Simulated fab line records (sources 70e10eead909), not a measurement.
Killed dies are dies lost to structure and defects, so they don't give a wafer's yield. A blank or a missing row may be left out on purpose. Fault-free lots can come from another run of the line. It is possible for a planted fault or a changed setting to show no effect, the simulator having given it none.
What tool caused it? -- flow nand_harc -- 6 lots, 18 wafers sampled, at 3 steps of a route of 1159

## WHAT EACH GAUGE READ, for each wafer
NHARC_END_SORT_01.
lot,measured,on,killed_short
L777,day 23 22:34,prober-02,3 0 0

## TOOL THAT RAN EACH LOT (tool first, then ch and the chambers of the sampled wafers, then the start)
lot,NHARC_THIN_TSV_ETCH_44,NHARC_THIN_TSV_ETCH_15
L764,"rie_diel-11 ch 0,1,3, day 19 05:00","rie_si-03 ch 0,2,3, day 19 05:34"
L766,"rie_diel-02 ch 0,1,3, day 19 09:53","rie_si-04 ch 0,2,3, day 19 10:28"
L767,"rie_diel-10 ch 0,2,3, day 21 07:24","rie_si-05 ch 0,1,2, day 21 07:55"
L777,"rie_diel-11 ch 0,1, day 22 06:24","rie_si-04 ch 1,2,3, day 22 06:59"
L782,"rie_diel-02 ch 1,3, day 23 16:13","rie_si-03 ch 0,1, day 23 16:45"
L783,"rie_diel-11 ch 0,1,3, day 24 03:45","rie_si-03 ch 0,1,2, day 24 04:19"
- NHARC_THIN_TSV_ETCH_44: etches the open film in CF4/O2, target depth 1594.2 nm, time 797.1 s.
- NHARC_THIN_TSV_ETCH_15: target depth 3000 nm, bosch target overetch cycles 2, bosch etch step 2.8 s.

## THE ANSWER, worked out from the rows above alone
Rule: what is usual is taken from the lots themselves. Put in order of their means at a reading, lots are off if they are a third of the lots or fewer, leave a main group of 4 or more, and stand apart from it by a gap of 3 or more times the standard deviation of the main group's means; of several such gaps the widest counts. Not used: any main group whose means are identical at the precision the tables above print for the reading. A lot without any number at a reading at which 4 lots or more have one is off too. Where the step has rows for the other lots, those lots are counted as sound.
No lot is off at any reading shown: from this, nothing can be told.

## WHAT WAS PUT IN BY THE SIMULATOR
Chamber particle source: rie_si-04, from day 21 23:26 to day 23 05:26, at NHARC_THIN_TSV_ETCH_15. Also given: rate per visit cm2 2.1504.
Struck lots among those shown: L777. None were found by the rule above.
